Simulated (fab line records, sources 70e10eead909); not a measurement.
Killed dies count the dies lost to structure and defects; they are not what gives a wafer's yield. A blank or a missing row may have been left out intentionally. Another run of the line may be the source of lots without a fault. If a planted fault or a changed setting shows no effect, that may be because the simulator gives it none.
Matching of chambers + flow nand harc + NHARC_A_STAIRCASE_DESCUM_168 on rie diel-02 has 4 sister chambers
The step chemistry O2, time 3 s. 8 wafers are shown with their chamber, then 12 later ones without.

## WAFERS, EACH WITH ITS CHAMBER
| wafer  | chamber | drypump motor current A (A) | showerhead plenum p Torr (Torr) |
|--------|---------|-----------------------------|---------------------------------|
| L088.2 | 2       | 6.5                         | 1.87                            |
| L088.5 | 1       | 5.0                         | 2.07                            |
| L089.5 | 3       | 5.9                         | 1.84                            |
| L092.3 | 3       | 5.9                         | 1.84                            |
| L092.5 | 0       | 5.8                         | 2.04                            |
| L093.3 | 1       | 5.0                         | 2.06                            |
| L093.4 | 0       | 5.8                         | 2.04                            |
| L093.5 | 2       | 6.6                         | 1.86                            |

## WAFERS MISSING THEIR CHAMBER
| wafer  | drypump motor current A (A) | showerhead plenum p Torr (Torr) |
|--------|-----------------------------|---------------------------------|
| L095.4 | 5.0                         | 2.06                            |
| L095.5 | 6.6                         | 1.86                            |
| L095.6 | 5.0                         | 2.06                            |
| L094.1 | 5.0                         | 2.06                            |
| L094.2 | 5.9                         | 1.83                            |
| L094.3 | 5.8                         | 2.04                            |
| L094.4 | 6.6                         | 1.86                            |
| L094.5 | 5.0                         | 2.06                            |
| L094.6 | 5.8                         | 2.04                            |
| L097.3 | 5.0                         | 2.06                            |
| L097.4 | 5.8                         | 2.04                            |
| L097.5 | 5.0                         | 2.06                            |

## EACH ONE'S CHAMBER
| wafer  | from the rows above | in truth |
|--------|---------------------|----------|
| L095.4 | 1                   | 1        |
| L095.5 | 2                   | 2        |
| L095.6 | 1                   | 1        |
| L094.1 | 1                   | 1        |
| L094.2 | 3                   | 3        |
| L094.3 | 0                   | 0        |
| L094.4 | 2                   | 2        |
| L094.5 | 1                   | 1        |
| L094.6 | 0                   | 0        |
| L097.3 | 1                   | 1        |
| L097.4 | 0                   | 0        |
| L097.5 | 1                   | 1        |
12 of 12 placed correctly. Number that these rows cannot place: 0. Placed wrongly: 0.
How it was worked out, from the rows above alone: a wafer's distance from a chamber is the root of the sum, over the readings, of the square of ((its reading less the chamber's mean) divided by the reading's scatter). The wafer belongs to the nearest chamber; if the next one is less than 2 further off, it can't be placed. A chamber's mean is the mean of its shown wafers. How the scatter is found: for the shown wafers, subtract from each reading the mean of its chamber, square and add these, divide the total by (wafers less chambers), then take the root.
